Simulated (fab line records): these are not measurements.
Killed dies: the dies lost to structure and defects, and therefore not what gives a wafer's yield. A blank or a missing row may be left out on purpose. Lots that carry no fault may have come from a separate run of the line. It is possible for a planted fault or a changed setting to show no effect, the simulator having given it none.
The tool behind it: which one?	flow n5_finfet	6 lots with 17 wafers sampled at 4 steps, on a route of 1938 steps

## WHAT THE GAUGES READ, wafer by wafer
N5_BEOL_M10_CD_MEAS_11: target cd 64.1 nm.
lot	measured	on	cd_nm (nm)
L995	day 10 03:44	cd_sem-01	64.2 64.7
L102	day 12 08:52	cd_sem-03	65.0 63.6 63.9
L109	day 14 05:21	cd_sem-03	64.1 62.9 64.4
L115	day 15 04:25	cd_sem-03	63.8 63.6 63.1
L114	day 15 12:14	cd_sem-02	63.4 64.2 62.9
L116	day 15 23:17	cd_sem-01	63.5 64.6 63.5

## WHICH TOOL RAN EACH LOT (tool, then ch and the chambers of the sampled wafers, then the start)
lot	N5_BEOL_M9_SPUTTER_48	N5_BEOL_M10_HM_DEP_02	N5_BEOL_M10_COAT_60
L995	pvd_sputter-03, day 10 00:55	pvd_sputter-02, day 10 03:14	litho_track-05 ch 0, day 10 03:22
L102	pvd_sputter-03, day 12 05:41	pvd_sputter-01, day 12 08:22	litho_track-04 ch 0, day 12 08:29
L109	pvd_sputter-02, day 14 02:40	pvd_sputter-01, day 14 04:51	litho_track-05 ch 0, day 14 04:59
L115	pvd_sputter-02, day 15 00:47	pvd_sputter-02, day 15 03:55	litho_track-01 ch 0, day 15 04:02
L114	pvd_sputter-03, day 15 09:07	pvd_sputter-01, day 15 11:44	litho_track-01 ch 0, day 15 11:52
L116	pvd_sputter-01, day 15 20:08	pvd_sputter-01, day 15 22:55	litho_track-04 ch 0, day 15 23:02
- N5_BEOL_M9_SPUTTER_48: material Cu, target thk 12 nm, time 2 s.
- N5_BEOL_M10_HM_DEP_02: deposits TiN, target thk 20 nm.
- N5_BEOL_M10_COAT_60: time 60 s, resist thk 30 nm.

## THE ANSWER, worked out from the rows above alone
Rule: the lots themselves supply what counts as usual. The widest of any qualifying gaps counts: lots, ordered by their means at a reading, are off when they make up no more than a third of the lots, leave a main group of 4 or more, and stand apart from it by 3 or more times the standard deviation of that group's means. If all means in a main group match to the digits the tables above print for the reading, that group is not used. Also off: a lot with no number at a reading for which 4 or more lots have one. All remaining lots with rows at the step are treated as sound.
No lot is off on any of the readings shown, so nothing can be concluded from this.

## WHAT WAS PUT IN BY THE SIMULATOR
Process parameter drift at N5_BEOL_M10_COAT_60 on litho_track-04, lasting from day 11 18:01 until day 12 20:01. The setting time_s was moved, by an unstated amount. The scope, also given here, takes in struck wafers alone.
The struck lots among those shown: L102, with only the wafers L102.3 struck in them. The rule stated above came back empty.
